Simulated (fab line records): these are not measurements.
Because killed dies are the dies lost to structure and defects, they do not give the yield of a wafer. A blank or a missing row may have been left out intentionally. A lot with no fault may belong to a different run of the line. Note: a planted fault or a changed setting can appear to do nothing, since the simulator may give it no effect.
Split-lot study | flow n5Finfet | 21 wafers read across 7 lots, on a route 1938 steps long

== SPLIT DETAILS ==
At N5_BEOL_M0_SAQP_COAT_08 (resist thk 90 nm), the setting spinRpm was moved away from the recipe's 1500 rpm on 8 of the 21 wafers read, by -6.2% to +10.3%. All remaining wafers had this setting at the recipe value.

== FROM THE SPLIT TO THE READING: what the file shows between them, 6 steps ==
- N5_BEOL_M0_SAQP_EBR_10
- N5_BEOL_M0_SAQP_SOFTBAKE_09: time 60 s
- N5_BEOL_M0_SAQP_EXPOSE_11: exposes mask M0 CORE, target cd 42 nm
- N5_BEOL_M0_SAQP_PEB_12: peb time 60 s
- N5_BEOL_M0_SAQP_DEVELOP_13: develop time 30 s
- N5_BEOL_M0_SAQP_DESCUM_19: chemistry O2, time 7.9 s

== THE READING ==
CAR-ArF_of_BEOL_M0_SAQP_COAT_08.thkNm (the simulator's own value, which no gauge read), in nm, at N5_BEOL_M0_SAQP_ETCH_83 (etches SiARC in CF4, target depth 39 nm, time 65 s). No usual value for it is given in the file. Average 55.5 nm, standard deviation 0.32 nm, over the 13 wafers here run with the recipe.

wafer  | tool, chamber at the split | spinRpm as run, rpm | against the recipe | CAR-ArF_of_BEOL_M0_SAQP_COAT_08.thkNm, nm | against lot-mates on the recipe
L077.2 | lithoTrack-02, 0           | 1655                | +10.3%             | 51.6                                      | -4.2
L077.5 | lithoTrack-02, 0           | 1655                | +10.3%             | 51.6                                      | -4.2
L077.3 | lithoTrack-02, 0           | 1500                | recipe             | 55.8                                      | -
L080.2 | lithoTrack-03, 0           | 1500                | recipe             | 55.8                                      | -
L080.4 | lithoTrack-03, 0           | 1500                | recipe             | 55.4                                      | -
L080.6 | lithoTrack-03, 0           | 1500                | recipe             | 55.4                                      | -
L083.3 | lithoTrack-03, 0           | 1500                | recipe             | 55.6                                      | -
L083.5 | lithoTrack-03, 0           | 1500                | recipe             | 55.8                                      | -
L083.6 | lithoTrack-03, 0           | 1410                | -6.0%              | 58.4                                      | +2.7
L090.1 | lithoTrack-02, 0           | 1587                | +5.8%              | 53.2                                      | -2.7
L090.3 | lithoTrack-02, 0           | 1500                | recipe             | 55.8                                      | -
L090.6 | lithoTrack-02, 0           | 1500                | recipe             | 56                                        | -
L095.1 | lithoTrack-04, 0           | 1500                | recipe             | 55.2                                      | -
L095.2 | lithoTrack-04, 0           | 1500                | recipe             | 55                                        | -
L095.5 | lithoTrack-04, 0           | 1500                | recipe             | 55                                        | -
L096.2 | lithoTrack-04, 0           | 1655                | +10.3%             | 51.2                                      | -4.2
L096.6 | lithoTrack-04, 0           | 1655                | +10.3%             | 51.2                                      | -4.2
L096.3 | lithoTrack-04, 0           | 1500                | recipe             | 55.4                                      | -
L097.1 | lithoTrack-04, 0           | 1407                | -6.2%              | 58.6                                      | +2.8
L097.2 | lithoTrack-04, 0           | 1407                | -6.2%              | 58.6                                      | +2.8
L097.3 | lithoTrack-04, 0           | 1500                | recipe             | 55.8                                      | -

FIT RESULTS
A straight line over all 21 wafers: CAR-ArF_of_BEOL_M0_SAQP_COAT_08.thkNm changes by -0.423 nm for each +1% of spinRpm; r = -0.99; the points scatter about the line by 0.32 nm.
The same after taking each lot's own level away (the mean of its wafers on the recipe; 21 wafers): -0.421 nm for each +1%; r = -1.00; scatter 0.14 nm.
According to that fit, moving spinRpm by its largest amount changes the reading by 4.3 nm.
The span of the lots' own levels, 55.07 to 55.90 nm, comes to 2.6 times the standard deviation stated above.
Consequently the slope shifts little with the lot-to-lot level, the two slopes agreeing.
Check: -4.33 nm against its lot-mates is what the line predicts for one of the wafers moved furthest among these (+10.3%) when that wafer is left out of the fit. Against them it came out at -4.2 nm.

== THESE WAFERS: OTHER SPLITS ==
Before the reading, these wafers also passed through other splits. Each is held against what the fit with the lots' levels taken away leaves over:
other split on the same wafers       | wafers away from the commonest value | r with CAR-ArF_of_BEOL_M0_SAQP_COAT_08.thkNm (lot level and that fit taken away)
N5_GATE_CUT_COAT_07 spinRpm          | 9                                    | +0.33
N5_GATE_CUT_DESCUM_18 timeS          | 9                                    | +0.10
N5_MOL_CONTACT_COAG_ALD_27 aldCycles | 7                                    | +0.02
N5_MOL_CONTACT_COAG_EXPOSE_81 doseMj | 5                                    | +0.34
N5_MOL_CONTACT_COAG_ETCH_91 sourceW  | 7                                    | -0.21
N5_BEOL_M0_SAQP_PECVD_97 timeS       | 7                                    | +0.39

== THE WHOLE CHAIN: every reading that the file lists as answering this split, in the file's order ==
step                       | what it does                                       | reading                                                                                | change (the file's fit)               | r (the file's)
N5_BEOL_M0_SAQP_COAT_08    | resist thk 90 nm                                   | CAR-ArF_of_BEOL_M0_SAQP_COAT_08.thkNm (the simulator's own value, which no gauge read) | -0.442 nm for each +1% of the setting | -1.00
N5_BEOL_M0_SAQP_DEVELOP_13 | develop time 30 s                                  | CAR-ArF_of_BEOL_M0_SAQP_COAT_08.thkNm (the simulator's own value, which no gauge read) | -0.434 nm for each +1% of the setting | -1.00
N5_BEOL_M0_SAQP_ETCH_83    | etches SiARC in CF4, target depth 39 nm, time 65 s | CAR-ArF_of_BEOL_M0_SAQP_COAT_08.thkNm (the simulator's own value, which no gauge read) | -0.423 nm for each +1% of the setting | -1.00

== THE FILE'S OWN FIT ==
CAR-ArF_of_BEOL_M0_SAQP_COAT_08.thkNm changes by -0.423 nm for each +1% of spinRpm, r = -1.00.
